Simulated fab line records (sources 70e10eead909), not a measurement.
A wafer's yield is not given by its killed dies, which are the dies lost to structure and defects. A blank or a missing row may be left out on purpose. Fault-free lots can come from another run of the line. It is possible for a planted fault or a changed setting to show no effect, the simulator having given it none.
A struck lot beside a sound one || flow nand harc || 17 steps out of a route of 1159
Sound: wafers L186.3, L186.5, L186.6. Wafers struck: L177.2, L177.3, L177.5. The cause comes at the end.
For every step that has rows: the tool of each side, followed by ch and its chambers, followed by its first start. Under that, the readings that differ: sound wafers || struck wafers || difference of the means || sigmas: that difference in standard deviations of wafers without a fault.
alike: readings whose means differ by less than 2 such deviations, and words and numbers that are the same on both sides. not compared: withheld readings, readings that some wafer has no value for, bounds like >300 that may hide the same value, and numbers for which the record gives no deviation and whose values overlap.
Wherever a step has rows on one side only, a row that says differs or no value, or a row with sigmas, the two part there. Numbers that have no deviation but don't overlap get no sigmas and don't part them. A reading that every wafer of one side lacks parts them only if that side has two wafers or more.

first, 1 step without rows for these wafers: NHARC_P_ZERO_WELL_HARDBAKE_12 (time 65 s).
NHARC_P_ZERO_WELL_DESCUM_13: chemistry O2, time 3 s.
  sound on rie diel-07 ch 0,1,2, day 6 07:25; struck on rie diel-07 ch 0,2,3, day 4 01:17
  alike: drypump motor current A, oes product au, rf vpp V, showerhead plenum p Torr, throttle valve pct
  not compared: rf hours counter h
NHARC_P_ZERO_WELL_ETCH_65: etches the open film in N2/H2, target depth 80 nm, overetch 24 nm, time 87.88 s.
  sound on rie diel-07 ch 1,2,3, day 6 07:29; struck on rie diel-07 ch 0,1,2, day 4 01:22
  alike: bias w, drypump motor current A, oes product au, rf fwd power W, rf vpp V, showerhead plenum p Torr, throttle valve pct
  not compared: rf hours counter h
NHARC_P_ZERO_WELL_ETCH_62: etches the open film in CHF3/Ar, target depth 13 nm, time 6.5 s.
  sound: rie diel-07 ch 0,1,2; struck: rie diel-07 ch 0,1,2
  alike: bias w, drypump motor current A, oes product au, rf fwd power W, rf vpp V, showerhead plenum p Torr, throttle valve pct
  not compared: rf hours counter h
NHARC_P_ZERO_WELL_ETCH_63: etches the open film in HBr/Cl2, target depth 120 nm, time 40.1 s.
  sound on rie si-02 ch 0,3, day 6 07:40; struck on rie si-02 ch 1,2, day 4 01:32
  alike: bias w, drypump motor current A, hbr flow sccm, he backside leak sccm, oes product au, rf fwd power W, throttle valve pct
  not compared: rf hours counter h
then, 7 steps without rows for these wafers: NHARC_P_ZERO_WELL_STRIP_15 (strips in SPM, time 900 s); NHARC_P_ZERO_WELL_DEHYDRATE_16 (time 120 s); NHARC_P_ZERO_WELL_HMDS_17 (time 30 s); NHARC_P_ZERO_WELL_COAT_18; NHARC_P_ZERO_WELL_SOFTBAKE_19 (time 95 s); NHARC_P_ZERO_WELL_EBR_20; NHARC_P_ZERO_WELL_EXPOSE_21 (exposes mask P NWELL, target cd 720 nm).
NHARC_P_ZERO_WELL_PEB_22: peb time 85 s.
  sound on litho track-07 ch 0, day 6 08:29; struck on litho track-03 ch 0, day 4 02:22
{"reading": "heater power total W (W)", "sound": "163.66 164.21 163.72", "struck": "168.41 169.29 168.17", "difference": "+4.76", "sigmas": "+18"}
{"reading": "plate temp C (C)", "sound": "118.16 118.15 118.04", "struck": "120.49 120.40 120.42", "difference": "+2.32", "sigmas": "+17"}
then, 1 step without rows for these wafers: NHARC_P_ZERO_WELL_DEVELOP_23 (time 70 s).
NHARC_P_ZERO_WELL_CD_MEAS_24: the cd target is 720 nm.
  sound on cd sem-01 ch 0, day 6 08:35; struck on cd sem-02 ch 0, day 4 02:28
  alike: cd nm
then, 1 step without rows for these wafers: NHARC_P_ZERO_WELL_HARDBAKE_25 (time 80 s).
NHARC_END_SORT_01:
  the record has rows for the sound wafers here (prober-02 ch 0, day 24 06:44) and none for the struck ones

WHERE THEY PART
First at NHARC_P_ZERO_WELL_PEB_22; last, within this record, at NHARC_END_SORT_01.

WHY: what the simulator had put in
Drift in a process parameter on litho track-03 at NHARC_P_ZERO_WELL_PEB_22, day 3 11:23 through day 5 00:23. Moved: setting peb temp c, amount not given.
